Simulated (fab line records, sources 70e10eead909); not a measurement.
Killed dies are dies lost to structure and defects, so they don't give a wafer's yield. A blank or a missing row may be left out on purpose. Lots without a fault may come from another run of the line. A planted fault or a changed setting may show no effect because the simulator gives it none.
One fault seen from 2 desks | flow nand_harc | each desk has only its own numbers; what lay behind them comes last

THE METROLOGY DESK
What the gauges read, lot by lot, whatever tool the lot ran on: means of the sampled wafers that have a number. A lot is out of limits, marked OUT, if its mean lies more than 4 standard deviations from the usual mean; the brackets give that distance.
Columns: A = thk_nm at NHARC_A_ONON_D1_THK_MEAS_27, usual 1001 nm; B = overlay_x_nm at NHARC_A_CHANNEL_HOLE_D1_OVL_MEAS_11, usual -0.1 nm; C = overlay_y_nm at NHARC_A_CHANNEL_HOLE_D1_OVL_MEAS_11, usual 0.3 nm
lot  | first seen here | A               | B    | C
L809 | day 7 22:50     | 1015            | -1.2 | 0.9
L810 | day 8 13:59     | 1005            | 0.6  | 0.8
L816 | day 9 20:27     | 1003            | 0.6  | 0.9
L815 | day 9 20:28     | 993             | -0.5 | -0.0
L818 | day 10 12:29    | 994             | -0.2 | 0.9
L819 | day 10 12:30    | 986             | -0.1 | 0.7
L822 | day 11 11:17    | 1007            | 0.2  | -0.3
L821 | day 11 11:23    | 1007            | 0.2  | 0.3
L824 | day 11 20:58    | 987             | -0.5 | -0.6
L828 | day 13 12:56    | 1111 (+13) OUT  | 0.1  | 1.1
L830 | day 13 13:05    | 1014            | 0.7  | -0.4
L829 | day 13 13:17    | 1055 (+6.4) OUT | -2.4 | -0.6
L831 | day 14 10:31    | 1163 (+19) OUT  | -    | -
This desk's finding: out of limits on L828, L829, L831; first on L828, day 13 12:56 (thk_nm at NHARC_A_ONON_D1_THK_MEAS_27). In limits: L809, L810, L816, L815, L818, L819, L822, L821, L824, L830.

THE TOOL OWNER'S DESK: pecvd_onon-03
The tool's own readings at NHARC_A_ONON_D1_DEP_25 (target thk 1000 nm): means of the sampled wafers that have a number, for each lot that ran on this tool. A lot is out of limits, marked OUT, if its mean lies more than 4 standard deviations from the usual mean; the brackets give that distance.
Columns: A = n2o_flow_sccm at NHARC_A_ONON_D1_DEP_25, usual 2000 sccm
lot  | first seen here | A
L809 | day 7 22:23     | 2000
L815 | day 9 20:01     | 2000
L818 | day 10 11:58    | 1998
L821 | day 11 10:59    | 1999
L828 | day 13 12:29    | 2006
L829 | day 13 12:50    | 1998
L831 | day 14 10:05    | 1999
This desk's finding: nothing out of limits on any of the 7 lots.

PUT TOGETHER
The metrology desk could have raised an alarm at day 13 12:56, on L828, L829, L831.
The tool owner's desk saw nothing out of limits.
The tool owner's desk has L828, L829, L831 on record, within its limits.
Of the lots named, all ran NHARC_A_ONON_D1_DEP_25 on pecvd_onon-03.

WHAT THE SIMULATOR HAD PUT IN
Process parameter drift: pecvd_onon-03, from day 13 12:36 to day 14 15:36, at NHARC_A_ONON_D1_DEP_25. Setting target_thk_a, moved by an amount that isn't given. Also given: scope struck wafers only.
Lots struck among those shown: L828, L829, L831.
Hours from the fault's start to each desk's first reading out of limits: the metrology desk, 0.
